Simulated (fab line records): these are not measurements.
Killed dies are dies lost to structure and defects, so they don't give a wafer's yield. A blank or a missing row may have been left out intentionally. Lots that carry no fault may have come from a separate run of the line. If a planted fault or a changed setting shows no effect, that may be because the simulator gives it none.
fab line records | flow n5-finfet
[record] lots = 4 | wafers = 12 | last-day = 16
route steps=1938 shown SD_EPI_N@275 SD_EPI_P@295 BEOL_M4@1111 PASSIVATION@1936
lots that met no fault: taken from a fault-free run of the same line
start-h: start of the lot's first displayed wafer, in hours after the record's first day | wait-h: hours since the lot's step before | " the same as in the row above | L1.1+2: a row that stands for several wafers | - no value present, or no start provided | * or withheld: withheld | < > ~ a bound
route shown NAME@n: NAME is a module with steps in the file, n the number in the route of the first one | usual: mean/standard deviation of fault-free wafers | same: alike in all rows | chamber/n: place in a boat | sites: the reading at each site | _std_site: standard deviation of those values | _edge_site: inner sites' mean taken away from outer sites' mean | radius-mm: how far each site lies from the wafer's centre | mask NAME#n: copy n | behind: tool/chamber where the wafer was last shaped | hold: why the lot went on hold/how many hours it stayed there/how the hold came to an end | device: the transistor (n, p or np) that didn't switch | end of line: the same wafers' tests at the end of the route | a step with no rows: only its recipe | killed: the dies lost at the first sort to structure and to defects; this is not the yield of the wafer | map: dies across one wafer; x = killed, . = not, _ = none there
set.NAME: setting as actually run; set.NAME@STEP: the setting as run at that earlier step | model.NAME: the simulator's own value behind a step, which no gauge read
certain route steps with their lots: each step a table, each wafer a row
services: when a tool's chamber went out of use (start-h, in hours from the record's first day, below 0 if earlier), for how many hours, and the reason
[[steps]]
[step N5_SD_EPI_N_ETCH_35]
[recipe] chemistry = N2/H2 | target = SOC | overetch-a = 1080 | mask-material = SiARC | temp-c = 40 | ion-energy-ev = 100 | source-w = 3000 | bias-w = 133 | pressure-mtorr = 20 | time-s = 486 | n2-flow-sccm = 200 | h2-flow-sccm = 200
[step N5_SD_EPI_N_STRIP_36]
[recipe] chemistry = N2/H2 | temp-c = 40 | n2-flow-sccm = 200 | h2-flow-sccm = 200 | rf-frequency-hz = 6e+07
[step N5_SD_EPI_N_ETCHBACK_44]
[recipe] chemistry = CH3F/O2 | mode = anisotropic-etchback | target = SiNx | target-depth-a = 145 | stop-on = SiO2 | over-etch-frac = 0.3 | ion-energy-ev = 120 | pressure-mtorr = 30 | source-w = 395 | bias-w = 73 | Ar_flow_sccm = 150 | CH3F_flow_sccm = 30 | O2_flow_sccm = 20
[step N5_SD_EPI_N_ETCH_45]
[recipe] chemistry = CH3F/O2 | target = SiOCN | target-depth-a = 60 | mask-material = SOC | ion-energy-ev = 60 | bias-w = 29 | pressure-mtorr = 15 | source-w = 410 | Ar_flow_sccm = 150 | CH3F_flow_sccm = 30 | O2_flow_sccm = 20
[step N5_SD_EPI_N_ETCH_16]
[recipe] chemistry = CHF3/O2 | target = SiO2 | target-depth-a = 50 | mask-material = SOC | pressure-mtorr = 30 | source-w = 650 | bias-w = 170 | Ar_flow_sccm = 200 | CHF3_flow_sccm = 50 | O2_flow_sccm = 5 | ion-energy-ev = 200
[step N5_SD_EPI_N_STRIP_47]
[recipe] chemistry = CHF3/O2 | resist = SiARC | rf-frequency-hz = 6e+07
[step N5_SD_EPI_N_SD_RECESS_17]
[recipe] chemistry = HBr/Cl2/O2 | target-depth-a = 410 | mask-material = SOC | time-s = 23.7 | bt-time-s = 3 | pressure-mtorr = 10 | icp-w = 800 | bias-w = 112 | HBr_flow_sccm = 150 | Cl2_flow_sccm = 80 | O2_flow_sccm = 12
[step N5_SD_EPI_N_STRIP_38]
[recipe] chemistry = N2/H2 | power-w = 1000 | temp-c = 250 | h2-frac = 0.65 | overash-fraction = 0.3 | pressure-mtorr = withheld | n2-flow-sccm = 1750 | h2-flow-sccm = 3250
[step N5_SD_EPI_N_WET_ETCH_43]
[recipe] chemistry = dHF | dilution = withheld | time-s = 14 | target = SiO2 | target-depth-a = 15 | temp-c = 25
[step N5_SD_EPI_N_STRIP_18]
[recipe] chemistry = SPM | time-s = 750 | temp-c = 130 | h2so4-h2o2-vol-ratio = 4
[step N5_SD_EPI_N_SRD_20]
[recipe] dry = ipa-marangoni | do-ppb = 5 | time-s = 30 | temp-c = 23 | rinse-liquid = diw
[step N5_SD_EPI_N_PRECLEAN_48]
[recipe] chemistry = NF3:NH3 | afs-cycles = 2 | temp-c = 30 | time-s = 20 | sublimation-temp-c = 180 | sublimation-time-s = 60 | pressure-torr = 3 | rf-power-w = 30
[step N5_SD_EPI_N_VAPOR_ETCH_50]
[recipe] chemistry = HCl | target = Si | temp-c = 775 | time-s = 54 | pressure-torr = 20 | mode = isotropic
[usual] throttle-valve-pct = 12.0/0.44
lot.wafer | tool         | chamber | start-h | wait-h | throttle-valve-pct
L785.2    | epi-rpcvd-01 | 0       | 112.50  | 0.3    | 11.6
L785.4    | "            | 0       | "       | "      | 11.6
L785.5    | "            | 0       | "       | "      | 11.5
L787.1    | epi-rpcvd-01 | 0       | 125.75  | 0.3    | 11.5
L787.2    | "            | 0       | "       | "      | 11.3
L787.6    | "            | 0       | "       | "      | 11.6
L788.2    | epi-rpcvd-01 | 0       | 130.24  | 0.3    | 11.2
L788.3    | "            | 0       | "       | "      | 11.4
L788.6    | "            | 0       | "       | "      | 11.6
L791.1    | epi-rpcvd-01 | 0       | 147.41  | 0.3    | 11.2
L791.3    | "            | 0       | "       | "      | 11.3
L791.5    | "            | 0       | "       | "      | 11.5
[step N5_SD_EPI_N_EPI_21]
[recipe] material = Si:P | dopant = P | temp-c = 680 | pressure-torr = 255 | time-s = 690
[step N5_SD_EPI_N_PRECLEAN_24]
[recipe] chemistry = O3/DIW | time-s = 60 | temp-c = 22 | o3-ppm = 10
[step N5_SD_EPI_N_SRD_25]
[recipe] time-s = 30 | temp-c = 23 | rinse-liquid = diw | dry = ipa-marangoni
[step N5_SD_EPI_N_PRECLEAN_49]
[recipe] chemistry = NF3:NH3 | afs-cycles = 1 | temp-c = 30 | time-s = 20 | sublimation-temp-c = 180 | sublimation-time-s = 60 | pressure-torr = 3 | rf-power-w = 30
[step N5_SD_EPI_N_LINER_46]
[recipe] material = SiNx | target-thk-a = 30 | temp-c = 400 | ald-precursor-family = SiH2I2 | ald-co-reactant = N2/H2-plasma | pressure-torr = 2
[step N5_SD_EPI_P_COAT_34]
[recipe] resist = SOC | temp-c = 250 | time-s = 60 | spin-rpm = 1500 | resist-thk-nm = 350
[step N5_SD_EPI_P_COAT_35]
[recipe] resist = SiARC | temp-c = 220 | time-s = 60 | spin-rpm = 1500 | resist-thk-nm = 35
[step N5_SD_EPI_P_COAT_03]
[recipe] resist = CAR-ArF-block | spin-rpm = 1500 | resist-thk-nm = 150
[step N5_SD_EPI_P_EBR_05]
[recipe] solvent = PGMEA | ebr-width-mm = 1.5
[step N5_SD_EPI_P_SOFTBAKE_04]
[recipe] temp-c = 110 | time-s = 60 | resist = CAR-ArF-block
[step N5_SD_EPI_P_EXPOSE_06]
[recipe] mask-id = SD_P_BLK | na = 1.35 | source-shape = conventional | sigma-outer = 0.8 | polarization = unpolarized | target-cd-nm = 240 | dose-mj = 39.5
[step N5_SD_EPI_P_PEB_07]
[recipe] peb-temp-c = 110 | peb-time-s = 60 | resist = CAR-ArF-block
[step N5_SD_EPI_P_DEVELOP_08]
[recipe] develop-time-s = 30 | developer = TMAH | resist = CAR-ArF-block | dev-temp-c = 23 | rinse-liquid = diw | dry = air-spin
[step N5_SD_EPI_P_DESCUM_14]
[recipe] chemistry = O2 | time-s = 7.9 | source-power-w = 50 | bias-power-w = 20 | pressure-mtorr = 20 | rf-frequency-hz = 2.712e+07 | temp-c = 40 | resist = CAR-ArF-block | o2-flow-sccm = 225
[step N5_SD_EPI_P_ETCH_36]
[recipe] chemistry = CF4 | target = SiARC | target-depth-a = 455 | mask-material = CAR-ArF-block | time-s = 75.8 | ion-energy-ev = 80 | pressure-mtorr = 40 | source-w = 545 | bias-w = 36 | Ar_flow_sccm = 100 | cf4-flow-sccm = 100 | ends = cleared
[step N5_SD_EPI_P_ETCH_37]
[recipe] chemistry = N2/H2 | target = SOC | overetch-a = 1080 | mask-material = SiARC | temp-c = 40 | ion-energy-ev = 100 | source-w = 3000 | bias-w = 133 | pressure-mtorr = 20 | time-s = 486 | n2-flow-sccm = 200 | h2-flow-sccm = 200 | ends = end-point
[step N5_SD_EPI_P_STRIP_38]
[recipe] chemistry = N2/H2 | temp-c = 40 | n2-flow-sccm = 200 | h2-flow-sccm = 200 | rf-frequency-hz = 6e+07
[step N5_SD_EPI_P_ETCHBACK_46]
[recipe] chemistry = CH3F/O2 | mode = anisotropic-etchback | target = SiNx | target-depth-a = 175 | stop-on = SiO2 | over-etch-frac = 0.3 | ion-energy-ev = 120 | pressure-mtorr = 30 | source-w = 395 | bias-w = 73 | Ar_flow_sccm = 150 | CH3F_flow_sccm = 30 | O2_flow_sccm = 20
[step N5_SD_EPI_P_ETCH_47]
[recipe] chemistry = CH3F/O2 | target = SiOCN | target-depth-a = 250 | mask-material = SOC | ion-energy-ev = 60 | bias-w = 29 | pressure-mtorr = 30 | source-w = 410 | Ar_flow_sccm = 150 | CH3F_flow_sccm = 30 | O2_flow_sccm = 20
[step N5_SD_EPI_P_ETCH_16]
[recipe] chemistry = CHF3/O2 | target = SiO2 | target-depth-a = 50 | mask-material = SOC | pressure-mtorr = 30 | source-w = 650 | bias-w = 170 | Ar_flow_sccm = 200 | CHF3_flow_sccm = 50 | O2_flow_sccm = 5 | ion-energy-ev = 200
[step N5_SD_EPI_P_STRIP_50]
[recipe] chemistry = CHF3/O2 | resist = SiARC | rf-frequency-hz = 6e+07
[step N5_SD_EPI_P_SD_RECESS_17]
[recipe] chemistry = HBr/Cl2/O2 | target-depth-a = 391 | bt-time-s = 3 | pressure-mtorr = 10 | icp-w = 800 | bias-w = 112 | HBr_flow_sccm = 150 | Cl2_flow_sccm = 80 | O2_flow_sccm = 12
[step N5_SD_EPI_P_WET_ETCH_45]
[recipe] chemistry = dHF | dilution = withheld | time-s = 10.7 | target = SiO2 | target-depth-a = 20 | temp-c = 25 | dry = ipa-marangoni | rinse-time-s = 30 | rinse-temp-c = 23
[step N5_SD_EPI_P_STRIP_40]
[recipe] chemistry = N2/H2 | power-w = 1000 | temp-c = 250 | h2-frac = 0.65 | overash-fraction = 0.3 | pressure-mtorr = withheld | n2-flow-sccm = 1750 | h2-flow-sccm = 3250
[step N5_BEOL_M4_RC_MEAS_101]
[usual] DIBL_N = 36.3/1.8 | DIBL_P = 36.5/2.1 | IOFF_N = 0.16/0.031 | IOFF_N_85C = 3.2/0.51 | IOFF_N_LIN = 0.075/0.012 | IOFF_N_LONG = 5.64e-05/2.2e-06 | IOFF_P = 0.22/0.038 | ION_N = 677/12 | ION_P = 466/7.8 | REXT_N = 75.5/1.5 | SS_N = 71.5/0.61 | SS_P = 73.2/0.7 | VT_N = 249/3 | VT_N_LVT = 99/3.2 | VT_P = -248.9/3
lot.wafer | tool      | chamber | start-h | wait-h | DIBL_N[mV/V] | DIBL_P[mV/V] | IOFF_N[nA/um] | IOFF_N_85C[nA/um] | IOFF_N_LIN[nA/um] | IOFF_N_LONG[nA/um] | IOFF_P[nA/um] | ION_N[uA/um] | ION_P[uA/um] | REXT_N[ohm.um] | SS_N[mV/dec] | SS_P[mV/dec] | VT_N[mV] | VT_N_LVT[mV] | VT_P[mV]
L785.2    | prober-01 | 0       | 236.95  | 0.2    | 36.4         | 35.9         | 0.14          | 2.8               | 0.067             | 5.61e-05           | 0.20          | 676          | 473          | 75.2           | 71.2         | 72.5         | 251      | 100          | -250.9
L785.4    | "         | 0       | "       | "      | 39.8         | 38.5         | 0.19          | 3.7               | 0.085             | 5.54e-05           | 0.24          | 682          | 465          | 74.2           | 71.5         | 73.9         | 247      | 97           | -249.4
L785.5    | "         | 0       | "       | "      | 37.5         | 35.8         | 0.15          | 3.0               | 0.069             | 5.52e-05           | 0.19          | 674          | 460          | 74.3           | 71.9         | 73.0         | 253      | 100          | -252.9
L787.1    | prober-01 | 0       | 248.99  | 0.0    | 34.7         | 34.1         | 0.12          | 2.4               | 0.058             | 5.6e-05            | 0.18          | 667          | 459          | 78.2           | 71.1         | 72.5         | 255      | 104          | -251.3
L787.2    | "         | 0       | "       | "      | 36.5         | 35.9         | 0.14          | 2.8               | 0.068             | 5.58e-05           | 0.22          | 678          | 470          | 77.5           | 71.6         | 73.2         | 250      | 101          | -247.4
L787.6    | "         | 0       | "       | "      | 36.4         | 37.0         | 0.15          | 2.9               | 0.070             | 5.44e-05           | 0.24          | 677          | 468          | 77.7           | 71.5         | 73.6         | 251      | 100          | -248.7
L788.2    | prober-01 | 0       | 264.05  | 0.2    | 49.4         | 35.1         | 0.52          | 8.3               | 0.160             | 5.96e-05           | 0.21          | 729          | 463          | 64.4           | 75.2         | 73.7         | 235      | 84           | -250.2
L788.3    | "         | 0       | "       | "      | 52.3         | 39.3         | 0.81          | 11.9              | 0.217             | 6.05e-05           | 0.29          | 758          | 476          | 63.0           | 76.8         | 74.1         | 231      | 79           | -245.2
L788.6    | "         | 0       | "       | "      | 49.2         | 35.9         | 0.51          | 8.1               | 0.160             | 5.97e-05           | 0.22          | 735          | 471          | 63.5           | 76.1         | 74.0         | 233      | 85           | -251.2
L791.1    | prober-01 | 0       | 267.18  | 0.0    | 49.7         | 36.5         | 0.56          | 9.3               | 0.174             | 6.46e-05           | 0.24          | 737          | 467          | 63.5           | 74.5         | 73.2         | 233      | 85           | -246.0
L791.3    | "         | 0       | "       | "      | 49.1         | 36.2         | 0.49          | 8.1               | 0.173             | 6.66e-05           | 0.23          | 752          | 464          | 63.7           | 73.7         | 73.2         | 231      | 86           | -248.2
L791.5    | "         | 0       | "       | "      | 48.5         | 33.4         | 0.46          | 7.8               | 0.134             | 6.49e-05           | 0.18          | 718          | 451          | 64.5           | 75.6         | 71.9         | 239      | 91           | -251.4
[step N5_PASSIVATION_PROBE_49]
[usual] defect-limited-yield = 91.2/1.5 | killed_at_M0_to_M3 = 33/9.6 | killed_at_M4_up = 14/5.6 | killed-at-contacts = 14/5.5 | killed-at-front-end = 40/13 | killed-at-other = 4/3 | killed-dies = 104/17 | killed-open = 68/13 | killed-short = 33/7.2 | sort_bin_4_leakage = 0.00/0.014 | sort_bin_5_function = 5.2/0.95 | sort_bin_6_memory = 3.3/0.62 | sort-n-pass = 1076/17 | sort-yield-pct = 91.2/1.5
[same] gross-dies = 1180 | killed-at-back-side = 0 | sort_bin_8_speed[%] = 0
lot.wafer | tool      | chamber | start-h | wait-h | defect-limited-yield[%] | killed_at_M0_to_M3 | killed_at_M4_up | killed-at-contacts | killed-at-front-end | killed-at-other | killed-dies | killed-open | killed-short | sort_bin_4_leakage[%] | sort_bin_5_function[%] | sort_bin_6_memory[%] | sort-n-pass | sort-yield-pct[%]
L785.2    | prober-02 | -       | 341.97  | 0.1    | 91.7                    | 32                 | 13              | 15                 | 38                  | 0               | 98          | 68          | 27           | 0                     | 4.6                    | 3.3                  | 1082        | 91.7
L785.4    | prober-02 | -       | 342.07  | 0.2    | 90.1                    | 42                 | 11              | 16                 | 45                  | 3               | 117         | 84          | 31           | 0                     | 6.0                    | 3.6                  | 1063        | 90.1
L785.5    | prober-02 | -       | 342.12  | 0.2    | 88.8                    | 37                 | 15              | 14                 | 61                  | 5               | 132         | 87          | 44           | 0                     | 7.0                    | 3.7                  | 1048        | 88.8
L787.1    | prober-02 | -       | 346.85  | 0.0    | 93.4                    | 16                 | 8               | 13                 | 33                  | 8               | 78          | 55          | 23           | 0                     | 3.5                    | 3.1                  | 1102        | 93.4
L787.2    | prober-02 | -       | 346.90  | 0.1    | 92.1                    | 27                 | 10              | 13                 | 40                  | 3               | 93          | 58          | 35           | 0                     | 4.7                    | 2.8                  | 1087        | 92.1
L787.6    | prober-02 | -       | 347.10  | 0.3    | 92.7                    | 12                 | 11              | 13                 | 49                  | 1               | 86          | 58          | 28           | 0                     | 4.5                    | 2.6                  | 1094        | 92.7
L791.1    | prober-02 | -       | 366.81  | 0.0    | 92.5                    | 18                 | 15              | 5                  | 40                  | 10              | 88          | 52          | 30           | 73.05                 | 4.5                    | 2.6                  | 230         | 19.5
L791.3    | prober-02 | -       | 366.91  | 0.1    | 90.9                    | 30                 | 31              | 7                  | 39                  | 0               | 107         | 70          | 34           | 42.80                 | 5.7                    | 3.0                  | 568         | 48.1
L791.5    | prober-02 | -       | 367.01  | 0.2    | 90.2                    | 45                 | 13              | 12                 | 46                  | 0               | 116         | 70          | 42           | 30.17                 | 6.1                    | 3.5                  | 708         | 60.0
L788.2    | prober-01 | -       | 372.62  | 0.1    | 92.2                    | 37                 | 9               | 11                 | 32                  | 3               | 92          | 64          | 24           | 60.93                 | 4.7                    | 2.9                  | 369         | 31.3
L788.3    | prober-01 | -       | 372.67  | 0.1    | 90.8                    | 34                 | 11              | 14                 | 40                  | 9               | 108         | 58          | 47           | 90.42                 | 5.2                    | 3.6                  | 5           | 0.4
L788.6    | prober-01 | -       | 372.82  | 0.3    | 91.3                    | 32                 | 8               | 23                 | 34                  | 6               | 103         | 65          | 27           | 56.69                 | 4.7                    | 3.4                  | 408         | 34.6
// killed by level:class
L785.2 MOL_CONTACT_COAG:geometric-particle:open=14 BEOL_M0_SAQP:geometric-particle:open=13 FIN_SAQP:geometric-particle:open=12 FIN_SAQP:geometric-particle:short=8 BEOL_M0_SAQP:geometric-particle:short=7 BEOL_M1:geometric-particle:open=7 DUMMY_GATE:geometric-particle:open=5 BEOL_M4:geometric-particle:open=5
L785.4 DUMMY_GATE:geometric-particle:open=17 FIN_SAQP:geometric-particle:open=15 MOL_CONTACT_COAG:geometric-particle:open=13 BEOL_M1:geometric-particle:open=10 BEOL_M0_SAQP:geometric-particle:short=9 BEOL_M0_SAQP:geometric-particle:open=9 FIN_SAQP:geometric-particle:short=7 BEOL_M4:geometric-particle:open=6
L785.5 FIN_SAQP:geometric-particle:open=24 FIN_SAQP:geometric-particle:short=15 MOL_CONTACT_COAG:geometric-particle:open=13 BEOL_M0_SAQP:geometric-particle:short=9 BEOL_M0_SAQP:geometric-particle:open=9 BEOL_M1:geometric-particle:open=7 BEOL_M4:geometric-particle:open=6 GATE_CUT:geometric-particle:short=4
L787.1 MOL_CONTACT_COAG:geometric-particle:open=10 DUMMY_GATE:geometric-particle:open=8 FIN_SAQP:geometric-particle:open=7 GATE_CUT:geometric-particle:short=6 STI_FIN_REVEAL:geometric-particle:open=5 BEOL_M2:geometric-particle:open=5 BEOL_M0_SAQP:geometric-particle:open=4 MOL_CONTACT_COAG:geometric-particle:short=3
L787.2 MOL_CONTACT_COAG:geometric-particle:open=10 DUMMY_GATE:geometric-particle:open=9 GATE_CUT:geometric-particle:short=8 BEOL_M2:geometric-particle:open=8 STI_FIN_REVEAL:geometric-particle:open=6 BEOL_M0_SAQP:geometric-particle:open=5 FIN_SAQP:geometric-particle:open=4 BEOL_M0_SAQP:geometric-particle:short=4
L787.6 FIN_SAQP:geometric-particle:open=11 MOL_CONTACT_COAG:geometric-particle:open=10 FIN_SAQP:geometric-particle:short=8 GATE_CUT:geometric-particle:short=8 STARTING-WAFER:geometric-particle:open=6 STI_FIN_REVEAL:geometric-particle:open=5 DUMMY_GATE:geometric-particle:open=5 BEOL_M2:geometric-particle:open=4
L791.1 BEOL_M4:geometric-particle:open=8 FIN_SAQP:geometric-particle:short=6 GATE_CUT:geometric-particle:open=6 BEOL_M1:geometric-particle:open=5 MIM_TOP_ETCH:geometric-particle:open=5 FIN_SAQP:geometric-particle:open=4 STI_FIN_REVEAL:geometric-particle:open=4 DUMMY_GATE:geometric-particle:open=4
L791.3 BEOL_M4:geometric-particle:open=13 FIN_SAQP:geometric-particle:open=7 DUMMY_GATE:geometric-particle:open=7 FIN_SAQP:geometric-particle:short=6 GATE_CUT:geometric-particle:short=6 MOL_CONTACT_COAG:geometric-particle:open=5 BEOL_M3:geometric-particle:open=5 BEOL_M0_SAQP:geometric-particle:open=5
L791.5 BEOL_M0_SAQP:geometric-particle:short=14 BEOL_M3:geometric-particle:open=11 MOL_CONTACT_COAG:geometric-particle:open=9 BEOL_M0_SAQP:geometric-particle:open=9 GATE_CUT:geometric-particle:open=7 DUMMY_GATE:geometric-particle:open=6 FIN_SAQP:geometric-particle:open=5 STI_FIN_REVEAL:geometric-particle:open=5
L788.2 STI_FIN_REVEAL:geometric-particle:open=10 BEOL_M0_SAQP:geometric-particle:open=9 BEOL_M2:geometric-particle:open=9 BEOL_M0_SAQP:geometric-particle:short=8 MOL_CONTACT_COAG:geometric-particle:open=8 BEOL_M1:geometric-particle:open=6 DUMMY_GATE:geometric-particle:open=5 FIN_SAQP:geometric-particle:open=3
L788.3 GATE_CUT:geometric-particle:short=11 BEOL_M0_SAQP:geometric-particle:open=11 MOL_CONTACT_COAG:geometric-particle:open=10 BEOL_M0_SAQP:geometric-particle:short=8 FIN_SAQP:geometric-particle:short=7 FIN_SAQP:geometric-particle:open=6 BEOL_M1:geometric-particle:open=5 PASS1_DEP:geometric-particle:short=5
L788.6 MOL_CONTACT_COAG:geometric-particle:open=18 STI_FIN_REVEAL:geometric-particle:open=9 BEOL_M2:geometric-particle:open=8 BEOL_M1:geometric-particle:open=6 BEOL_M0_SAQP:geometric-particle:short=5 STARTING-WAFER:geometric-particle:open=5 HKMG_FIN:area-etch=5 BEOL_M0_SAQP:geometric-particle:open=4
// map L788.3 (x killed, . not)
_________________x..........x________________
______________..........x....x.._____________
___________......xx......x.........__________
__________..........x.x............._________
________.x.....x..............x...x..._______
_______.............................x..______
______...x.........x.x..............x..._____
_____...x...........................x....____
____..x............x............x.....x...___
___.........................x......x.......__
___....x..........x...xx........x..........__
__.......x...............x......x..........._
__...x......x.....x...x........xx.......x..._
_...............x.....x....................x.
_.....x......................................
_..x...x..............x..........x........x..
_............................................
_.x................x................x.x......
_......xx.x..........x.x..x..x....x..........
_............................x..x.x..........
_......................xx.....x..............
__........x..........x......................_
__...................x.xx...x...x..........._
___.....x..x..x............................__
___.....................xx...x.......x.....__
____.x..x.........x........x..........x...___
_____.....x....x..............x..........____
______...x.....x..x.............x......x_____
_______.................x..........x...______
________..x.....x.................x.x._______
__________x........x.......x....x..._________
___________...........x............__________
______________...x.........x...._____________
_________________............________________
// map L791.5 (x killed, . not)
_________________.x........x.________________
______________......x....x......_____________
___________........................__________
__________...x..x.x...xxx......x...._________
________.........x....x.........x...x._______
_______x......x...................x....______
______...............x.x..x....x.....x.._____
_____.x..x..................x....x.......____
____..................x....x.xx...........___
___.............x..........x...x...........__
___............................x...........__
__.x...........................x......x.x..._
__.........................................._
_...x.................x..x...................
_.............x...................x..........
_..x.....x.........x............x...xx.......
_x...............................x...........
_.x......................x...x.......x.......
_...........x...................x............
_.......x...............x...............x...x
_....x...........................x...xx.....x
__.......x.......xx.xx.x.............x......_
__x.....x.....x..............x.....x........_
___.......x.........x..xx..................__
___......x.x............x..................__
____.x........xx..x........x...xx.........___
_____...........x..........x......x..x...____
______.........x...................x...._____
_______.......x.......xx......xx.x.....______
________....x.x................x.x...._______
__________..........x..............._________
___________.x..................xx..__________
______________.x.x.............._____________
_________________.....x......________________
[[services]]
tool         | chamber | start-h | hours | kind
epi-rpcvd-01 | -       | 137.66  | 2.8   | pm
[[key]]
[first-sign] step = N5_BEOL_M4_RC_MEAS_101 | reading = IOFF_N | direction = up | sigmas = 13 | usual = 0.16 | struck = 0.56
[effect] step = N5_BEOL_M4_RC_MEAS_101 | reading = IOFF_N_85C | direction = up | sigmas = 11 | usual = 3.2 | struck = 8.9
[effect] step = N5_BEOL_M4_RC_MEAS_101 | reading = IOFF_N_LIN | direction = up | sigmas = 7.9 | usual = 0.075 | struck = 0.170
[effect] step = N5_BEOL_M4_RC_MEAS_101 | reading = REXT_N | direction = down | sigmas = 7.8 | usual = 75.5 | struck = 63.8
[effect] step = N5_BEOL_M4_RC_MEAS_101 | reading = DIBL_N | direction = up | sigmas = 7.6 | usual = 36.3 | struck = 49.7
[effect] step = N5_BEOL_M4_RC_MEAS_101 | reading = SS_N | direction = up | sigmas = 6.3 | usual = 71.5 | struck = 75.3
[effect] step = N5_BEOL_M4_RC_MEAS_101 | reading = VT_N | direction = down | sigmas = 5.2 | usual = 249 | struck = 234
[effect] step = N5_BEOL_M4_RC_MEAS_101 | reading = ION_N | direction = up | sigmas = 5 | usual = 677 | struck = 738
[effect] step = N5_BEOL_M4_RC_MEAS_101 | reading = VT_N_LVT | direction = down | sigmas = 4.3 | usual = 99 | struck = 85
[effect] step = N5_BEOL_M4_RC_MEAS_101 | reading = IOFF_N_LONG | direction = up | sigmas = 2.9 | usual = 5.64e-05 | struck = 6.26e-05
[effect] step = N5_PASSIVATION_PROBE_49 | reading = sort_bin_4_leakage | direction = up | sigmas = 99+ | usual = 0.00 | struck = 59.01
met-at N5_SD_EPI_N_VAPOR_ETCH_50
struck-wafers L788.2,L788.3,L788.6,L791.1,L791.3,L791.5
onset-between 125.75 130.24
also-fits time
[fault] kind = process-parameter-drift | tool = epi-rpcvd-01 | chamber = - | onset-h = 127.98 | steps = N5_SD_EPI_N_VAPOR_ETCH_50 | channel = time-s | offset = * | shape = step | end-h = 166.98 | acts-in = * | stated = *
